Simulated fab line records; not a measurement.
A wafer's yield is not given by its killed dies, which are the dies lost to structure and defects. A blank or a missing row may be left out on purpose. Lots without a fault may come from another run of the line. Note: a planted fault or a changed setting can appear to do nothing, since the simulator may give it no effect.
fab line records ; flow n5Finfet
record lots=5; wafers=14; lastDay=18
route steps=1938 shown BEOL_M14@1718
lots untouched by any fault: they come from a run of this same line in which no faults occurred
startH: hours from the record's opening day to when the first of the lot's shown wafers began ; waitH: hours since the lot's step before ; " the same as in the row above ; L1.1+2: several wafers, shown together as one row ; - no value present, or no start provided ; * or withheld: withheld ; < > ~ a bound
route shown NAME@n: a module of which the file shows steps, and the number in the route of the first ; usual: average and standard deviation across the fault-free wafers ; same: alike in all rows ; chamber/n: place in a boat ; sites: readings site by site ; _std_site: their standard deviation ; _edge_site: the outer-site mean with the inner-site mean subtracted ; radiusMm: how far each site lies from the wafer's centre ; mask NAME#n: copy n ; behind: tool/chamber where the wafer was last shaped ; hold: the reason the lot was held/the length of the hold in hours/how it ended ; device: whichever transistor did not switch (one of n, p or np) ; end of line: the tests these same wafers got at the end of their route ; where a step has no rows: the recipe by itself ; killed: at the first sort, the dies lost to defects and structure; wafer yield is something else ; map: per-die view of a wafer (x killed, . not killed, _ where there is no die)
set.NAME: the setting that was run; set.NAME@STEP: the one run at that earlier step ; model.NAME: the simulator's own value behind a step, which no gauge read
lots at selected steps of the route; one table per step, one row per wafer
services: the hour from which a tool's chamber was out of use, counted from the record's first day as startH (under 0 if before that day), plus the number of hours and why
## steps
# step N5_BEOL_M14_COAT_58
# recipe resist=BARC; tempC=205; timeS=60; spinRpm=1500; resistThkNm=89
# step N5_BEOL_M14_COAT_04
# recipe spinRpm=1704; resistThkNm=800
# step N5_BEOL_M14_EBR_06
# recipe solvent=PGMEA; ebrWidthMm=1.5
# step N5_BEOL_M14_SOFTBAKE_05
# recipe tempC=130; timeS=60
# step N5_BEOL_M14_EXPOSE_07
# recipe maskId=V13; na=0.8; sourceShape=annular; sigmaInner=0.5; sigmaOuter=0.8; polarization=unpolarized; attpsmPhaseDeg=180; doseMj=57
# step N5_BEOL_M14_PEB_08
# recipe pebTempC=130; pebTimeS=90
# step N5_BEOL_M14_DEVELOP_09
# recipe developTimeS=45; rinseLiquid=diw; dry=airSpin; devTempC=21
# step N5_BEOL_M14_HARDBAKE_14
# recipe tempC=130; timeS=120
# step N5_BEOL_M14_CD_MEAS_10
# recipe targetCdNm=250; landingEnergyEv=500; detector=seInlens; polarity=opening
# usual cdNm=251.5/1.7
lot.wafer;tool;chamber;startH;waitH;cdNm
L995.2;cdSem-01;0;249.10;-;251.7
L995.3;cdSem-01;0;249.10;-;250.1
L995.5;cdSem-01;0;249.10;-;249.0
L102.1;cdSem-03;0;294.76;-;251.3
L102.3;cdSem-03;0;294.76;-;251.5
L102.5;cdSem-03;0;294.76;-;252.0
L108.1;cdSem-03;0;341.80;-;251.0
L108.2;cdSem-03;0;341.80;-;251.5
L108.5;cdSem-03;0;341.80;-;250.5
L109.1;cdSem-03;0;368.29;-;249.0
L109.3;cdSem-03;0;368.29;-;250.7
L109.4;cdSem-03;0;368.29;-;249.9
L116.5;cdSem-02;0;402.87;-;253.5
L116.6;cdSem-02;0;402.87;-;253.0
# step N5_BEOL_M14_OVL_MEAS_11
# recipe pointsPerWafer=44
# usual V13_OVL=0/4.4
lot.wafer;tool;chamber;startH;waitH;V13_OVL[nm]
L995.2;overlay-02;0;249.13;0.0;0
L995.3;overlay-02;0;249.13;0.0;-5
L995.5;overlay-02;0;249.13;0.0;-5
L102.1;overlay-01;0;294.79;0.0;-1
L102.3;overlay-01;0;294.79;0.0;0
L102.5;overlay-01;0;294.79;0.0;2
L108.1;overlay-02;0;341.83;0.0;6
L108.2;overlay-02;0;341.83;0.0;3
L108.5;overlay-02;0;341.83;0.0;4
L109.1;overlay-01;0;368.32;0.0;7
L109.3;overlay-01;0;368.32;0.0;1
L109.4;overlay-01;0;368.32;0.0;6
L116.5;overlay-01;0;402.90;0.0;3
L116.6;overlay-01;0;402.90;0.0;-1
# step N5_BEOL_M14_INSPECT_12
# recipe mode=adi; inspectInstrument=macro
# usual rawDefectCount=2.0/1.5
lot.wafer;tool;chamber;startH;waitH;rawDefectCount
L995.2;defectInspect-01;-;249.15;0.0;2
L995.3;defectInspect-01;-;249.15;0.0;2
L995.5;defectInspect-01;-;249.15;0.0;1
L102.1;defectInspect-02;-;294.81;0.0;1
L102.3;defectInspect-02;-;294.81;0.0;1
L102.5;defectInspect-02;-;294.81;0.0;4
L108.1;defectInspect-01;-;341.85;0.0;3
L108.2;defectInspect-01;-;341.85;0.0;1
L108.5;defectInspect-01;-;341.85;0.0;3
L109.1;defectInspect-02;-;368.34;0.0;0
L109.3;defectInspect-02;-;368.34;0.0;2
L109.4;defectInspect-02;-;368.34;0.0;2
L116.5;defectInspect-02;-;402.92;0.0;3
L116.6;defectInspect-02;-;402.92;0.0;0
# step N5_BEOL_M14_DESCUM_15
# recipe chemistry=O2; timeS=7.9; sourcePowerW=50; biasPowerW=20; pressureMtorr=20; rfFrequencyHz=2.712e+07; tempC=40; o2FlowSccm=225
# usual drypumpMotorCurrentA=5.9/0.55; oesProductAu=0.77/0.089; rfVppV=243.0/1.3; showerheadPlenumPTorr=2.08/0.061; throttleValvePct=20.44/0.24
lot.wafer;tool;chamber;startH;waitH;drypumpMotorCurrentA;oesProductAu;rfHoursCounterH;rfVppV;showerheadPlenumPTorr;throttleValvePct
L995.2;rieDiel-06;1;249.67;0.5;5.5;0.69;212;240.6;1.99;20.95
L995.3;rieDiel-06;0;249.67;0.5;5.8;0.68;237;241.6;1.96;20.62
L995.5;rieDiel-06;3;249.67;0.5;5.0;0.72;-;243.0;2.01;20.12
L102.1;rieDiel-05;3;294.84;0.0;5.5;0.81;84;242.0;2.03;20.39
L102.3;rieDiel-05;1;294.84;0.0;6.6;0.74;152;242.5;2.10;20.14
L102.5;rieDiel-05;2;294.84;0.0;6.3;0.68;-;246.2;2.07;20.81
L108.1;rieDiel-02;2;342.10;0.2;6.1;0.73;170;241.7;2.08;20.48
L108.2;rieDiel-02;1;342.10;0.2;6.7;0.77;138;244.9;2.18;20.13
L108.5;rieDiel-02;2;342.10;0.2;6.1;0.73;-;242.7;2.08;20.47
L109.1;rieDiel-06;3;368.37;0.0;5.0;0.68;242;241.7;1.99;20.19
L109.3;rieDiel-06;2;368.37;0.0;4.9;0.92;13;245.6;2.13;20.40
L109.4;rieDiel-06;0;368.37;0.0;5.8;0.89;-;244.7;2.21;20.38
L116.5;rieDiel-02;3;402.97;0.0;5.7;0.91;-;241.9;2.07;20.41
L116.6;rieDiel-02;1;402.97;0.0;6.7;0.74;-;243.7;2.17;20.18
# step N5_BEOL_M14_ETCH_59
# recipe chemistry=N2/H2; target=BARC; targetDepthA=890; overetchA=267; timeS=67.9; ionEnergyEv=200; pressureMtorr=30; sourceW=840; biasW=150; n2FlowSccm=200; h2FlowSccm=200
# usual drypumpMotorCurrentA=5.9/0.55; h2FlowSccm=200.1/0.6; oesProductAu=0.66/0.068; rfVppV=523.8/2.3; showerheadPlenumPTorr=2.53/0.079; throttleValvePct=17.85/0.29
lot.wafer;tool;chamber;startH;waitH;drypumpMotorCurrentA;h2FlowSccm;oesProductAu;rfHoursCounterH;rfVppV;showerheadPlenumPTorr;throttleValvePct;model.coat_of_BEOL_M14_COAT_04.thkNm
L995.2;rieDiel-06;1;249.70;0.0;5.5;201.3;0.59;212;519.6;2.41;18.35;719.8
L995.3;rieDiel-06;0;249.70;0.0;5.8;199.9;0.59;237;520.2;2.40;18.21;720.8
L995.5;rieDiel-06;3;249.70;0.0;5.0;200.3;0.61;-;520.3;2.43;17.57;720.6
L102.1;rieDiel-05;3;294.88;0.0;5.5;199.6;0.69;84;522.1;2.47;17.83;719.8
L102.3;rieDiel-05;1;294.88;0.0;6.7;200.2;0.64;152;523.9;2.54;17.54;718.2
L102.5;rieDiel-05;2;294.88;0.0;6.3;200.6;0.60;-;522.5;2.52;18.43;720.8
L108.1;rieDiel-02;2;342.13;0.0;6.1;199.7;0.63;170;524.1;2.54;18.00;722.2
L108.2;rieDiel-02;1;342.13;0.0;6.7;200.1;0.65;138;527.4;2.64;17.47;719
L108.5;rieDiel-02;2;342.13;0.0;6.1;200.3;0.62;-;523.4;2.54;18.00;719.6
L109.1;rieDiel-06;3;368.41;0.0;5.0;199.3;0.59;242;520.6;2.41;17.65;715.8
L109.3;rieDiel-06;2;368.41;0.0;4.9;199.7;0.78;13;526.9;2.60;17.88;714.8
L109.4;rieDiel-06;0;368.41;0.0;5.8;200.8;0.76;-;527.7;2.70;17.90;715.6
L116.5;rieDiel-02;3;403.01;0.0;5.7;200.8;0.76;-;522.7;2.47;17.59;678.2
L116.6;rieDiel-02;1;403.01;0.0;6.7;200.2;0.64;-;527.5;2.64;17.53;681.8
# step N5_BEOL_M14_VIA_ETCH_16
# recipe chemistry=C4F8/O2/Ar; target=SiO2; heInnerTorr=15; heOuterTorr=30; targetDepthA=12313; timeS=withheld; ionEnergyEv=800; pressureMtorr=20; sourceW=1905; biasW=2040; Ar_flow_sccm=400; C4F8_flow_sccm=16; O2_flow_sccm=12; ends=cleared
# usual drypumpMotorCurrentA=5.9/0.55; mfcArSccm=400.2/1.2; oes_ar_750_au=0.77/0.084; oesProductAu=0.69/0.081; rfVppV=2234/35; showerheadPlenumPTorr=3.43/0.1; throttleValvePct=30.93/0.28
lot.wafer;tool;chamber;startH;waitH;drypumpMotorCurrentA;mfcArSccm;oes_ar_750_au;oesProductAu;rfVppV;showerheadPlenumPTorr;throttleValvePct;model.coat_of_BEOL_M14_COAT_04.thkNm
L995.2;rieDiel-06;1;249.76;0.0;5.5;400.3;0.69;0.62;2280;3.27;31.36;451.8
L995.3;rieDiel-06;0;249.76;0.0;5.8;402.2;0.68;0.61;2163;3.24;30.95;465.2
L995.5;rieDiel-06;3;249.76;0.0;5.0;401.1;0.71;0.64;2228;3.29;30.33;450.6
L102.1;rieDiel-05;3;294.93;0.0;5.5;400.1;0.81;0.72;2250;3.36;30.96;457.2
L102.3;rieDiel-05;1;294.93;0.0;6.7;401.2;0.74;0.66;2260;3.47;30.66;455.8
L102.5;rieDiel-05;2;294.93;0.0;6.2;400.1;0.69;0.61;2209;3.42;31.45;447.8
L108.1;rieDiel-02;2;342.19;0.0;6.1;401.0;0.72;0.66;2242;3.42;30.85;453.8
L108.2;rieDiel-02;1;342.19;0.0;6.7;399.6;0.77;0.69;2190;3.60;30.66;463.6
L108.5;rieDiel-02;2;342.19;0.0;6.1;400.3;0.72;0.66;2240;3.42;30.86;450.6
L109.1;rieDiel-06;3;368.46;0.0;5.0;402.0;0.68;0.62;2225;3.27;30.36;450.6
L109.3;rieDiel-06;2;368.46;0.0;4.9;402.0;0.90;0.83;2252;3.52;31.03;451.6
L109.4;rieDiel-06;0;368.46;0.0;5.8;401.9;0.88;0.81;2197;3.62;30.93;451.2
L116.5;rieDiel-02;3;403.13;0.1;5.7;401.0;0.91;0.81;2205;3.39;30.95;404.6
L116.6;rieDiel-02;1;403.13;0.1;6.8;399.3;0.74;0.67;2190;3.59;30.69;415.2
# step N5_BEOL_M14_STRIP_63
# recipe chemistry=O2; powerW=600; tempC=60; pressureMtorr=30; rfFrequencyHz=6e+07; biasPowerW=0; overashFraction=0.3; o2FlowSccm=225
# usual drypumpMotorCurrentA=5.9/0.55; oesProductAu=0.77/0.089; rfVppV=3.6/0.93; showerheadPlenumPTorr=2.09/0.061; throttleValvePct=16.69/0.22
lot.wafer;tool;chamber;startH;waitH;drypumpMotorCurrentA;oesProductAu;rfHoursCounterH;rfVppV;showerheadPlenumPTorr;throttleValvePct
L995.2;rieDiel-06;1;-;-;5.5;0.68;212;3.4;1.99;17.15
L995.3;rieDiel-06;0;-;-;5.8;0.68;238;3.1;1.96;16.92
L995.5;rieDiel-06;3;-;-;5.1;0.72;-;3.7;2.01;16.46
L102.1;rieDiel-05;3;-;-;5.5;0.81;84;2.8;2.03;16.57
L102.3;rieDiel-05;1;-;-;6.7;0.73;152;3.5;2.10;16.44
L102.5;rieDiel-05;2;-;-;6.3;0.69;-;3.1;2.07;17.04
L108.1;rieDiel-02;2;-;-;6.1;0.72;170;3.8;2.08;16.75
L108.2;rieDiel-02;1;-;-;6.7;0.77;138;4.9;2.18;16.41
L108.5;rieDiel-02;2;-;-;6.1;0.72;-;3.3;2.08;16.73
L109.1;rieDiel-06;3;-;-;5.0;0.69;242;2.0;2.00;16.53
L109.3;rieDiel-06;2;-;-;4.9;0.93;13;3.4;2.13;16.65
L109.4;rieDiel-06;0;-;-;5.8;0.90;-;2.3;2.21;16.56
L116.5;rieDiel-02;3;-;-;5.7;0.90;-;3.6;2.07;16.59
L116.6;rieDiel-02;1;-;-;6.7;0.75;-;4.1;2.17;16.47
# step N5_BEOL_M14_STRIP_64
# recipe chemistry=O2; powerW=600; tempC=60; pressureMtorr=30; rfFrequencyHz=6e+07; biasPowerW=0; overashFraction=0.3; o2FlowSccm=225
# usual drypumpMotorCurrentA=5.9/0.55; oesProductAu=0.77/0.09; rfVppV=3.6/0.47; showerheadPlenumPTorr=2.09/0.061; throttleValvePct=16.69/0.22
lot.wafer;tool;chamber;startH;waitH;drypumpMotorCurrentA;oesProductAu;rfHoursCounterH;rfVppV;showerheadPlenumPTorr;throttleValvePct
L995.2;rieDiel-06;1;-;-;5.5;0.68;212;3.9;1.99;17.15
L995.3;rieDiel-06;0;-;-;5.8;0.68;238;4.4;1.96;16.93
L995.5;rieDiel-06;3;-;-;5.0;0.71;-;3.6;2.01;16.42
L102.1;rieDiel-05;3;-;-;5.5;0.81;84;3.5;2.03;16.58
L102.3;rieDiel-05;1;-;-;6.7;0.73;152;3.4;2.10;16.43
L102.5;rieDiel-05;2;-;-;6.3;0.69;-;4.0;2.07;17.05
L108.1;rieDiel-02;2;-;-;6.1;0.73;170;3.8;2.08;16.74
L108.2;rieDiel-02;1;-;-;6.7;0.78;138;3.6;2.18;16.43
L108.5;rieDiel-02;2;-;-;6.1;0.73;-;3.5;2.08;16.73
L109.1;rieDiel-06;3;-;-;5.0;0.69;242;3.8;2.00;16.52
L109.3;rieDiel-06;2;-;-;4.9;0.93;13;2.2;2.13;16.64
L109.4;rieDiel-06;0;-;-;5.7;0.90;-;3.1;2.21;16.60
L116.5;rieDiel-02;3;-;-;5.7;0.91;-;3.5;2.07;16.61
L116.6;rieDiel-02;1;-;-;6.7;0.75;-;3.5;2.17;16.50
# step N5_BEOL_M14_STRIP_71
# recipe chemistry=postEtchResidueRemover; timeS=60; tempC=25; removerPh=withheld; removerWaterWtPct=withheld; removerFluorideWtPct=withheld
# step N5_BEOL_M14_SRD_72
# recipe timeS=30; tempC=23; rinseLiquid=diw; dry=n2Spin; spinRpm=1500; dryTimeS=30
# step N5_BEOL_M14_CD_MEAS_17
# recipe targetCdNm=250; polarity=opening
# usual cdNm=252.4/2.3
lot.wafer;tool;chamber;startH;waitH;cdNm
L995.2;cdSem-03;-;250.17;0.0;253.9
L995.3;cdSem-03;-;250.17;0.0;252.4
L995.5;cdSem-03;-;250.17;0.0;250.3
L102.1;cdSem-02;-;295.28;0.0;248.9
L102.3;cdSem-02;-;295.28;0.0;252.5
L102.5;cdSem-02;-;295.28;0.0;251.9
L108.1;cdSem-02;-;342.54;0.0;253.2
L108.2;cdSem-02;-;342.54;0.0;254.5
L108.5;cdSem-02;-;342.54;0.0;252.6
L109.1;cdSem-02;-;368.81;0.0;250.2
L109.3;cdSem-02;-;368.81;0.0;250.3
L109.4;cdSem-02;-;368.81;0.0;251.0
L116.5;cdSem-02;-;403.39;0.0;262.5
L116.6;cdSem-02;-;403.39;0.0;262.7
# step N5_BEOL_M14_COAT_65
# recipe resist=SOC; tempC=250; timeS=60; spinRpm=1500; resistThkNm=450
## services
tool;chamber;startH;hours;kind
rieDiel-06;-;227.77;0.4;repair
rieDiel-05;3;229.94;6.9;repair
rieDiel-05;2;235.44;7.4;repair
rieDiel-05;-;260.09;1.4;repair
rieDiel-06;0;287.51;-;clean
rieDiel-06;0;287.51;-;consumableReplace:focusRing
rieDiel-06;0;287.51;-;consumableReplace:showerhead
rieDiel-06;0;287.51;16.2;scheduledDown
rieDiel-06;0;287.51;16.2;ventCycle
rieDiel-02;0;294.09;10.7;repair
rieDiel-06;2;303.85;-;clean
rieDiel-06;2;303.85;-;consumableReplace:focusRing
rieDiel-06;2;303.85;30.6;scheduledDown
rieDiel-06;2;303.85;30.6;ventCycle
rieDiel-06;1;306.01;2.9;repair
rieDiel-06;1;359.91;-;clean
rieDiel-06;1;359.91;-;consumableReplace:focusRing
rieDiel-06;1;359.91;-;consumableReplace:showerhead
rieDiel-06;1;359.91;17.4;scheduledDown
rieDiel-06;1;359.91;17.4;ventCycle
rieDiel-06;3;387.41;-;clean
rieDiel-06;3;387.41;-;consumableReplace:focusRing
rieDiel-05;2;387.56;4.7;repair
rieDiel-02;0;399.87;14.4;repair
## key
firstSign step=N5_BEOL_M14_CD_MEAS_17; reading=cdNm; direction=up; sigmas=4.4; usual=252.4; struck=262.6
effect none on later readings
modelEffect step=N5_BEOL_M14_ETCH_59; value=coat_of_BEOL_M14_COAT_04.thkNm; without=718.9; struck=680
modelEffect step=N5_BEOL_M14_VIA_ETCH_16; value=coat_of_BEOL_M14_COAT_04.thkNm; without=448.8; struck=409.9
metAt N5_BEOL_M14_ETCH_59
struckWafers L116.5,L116.6
onsetBetween 342.13 403.01
alsoFits time
fault kind=processParameterDrift; tool=rieDiel-02; chamber=-; onsetH=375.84; steps=N5_BEOL_M14_ETCH_59; channel=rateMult; offset=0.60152; shape=step; endH=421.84; scope=struckWafersOnly
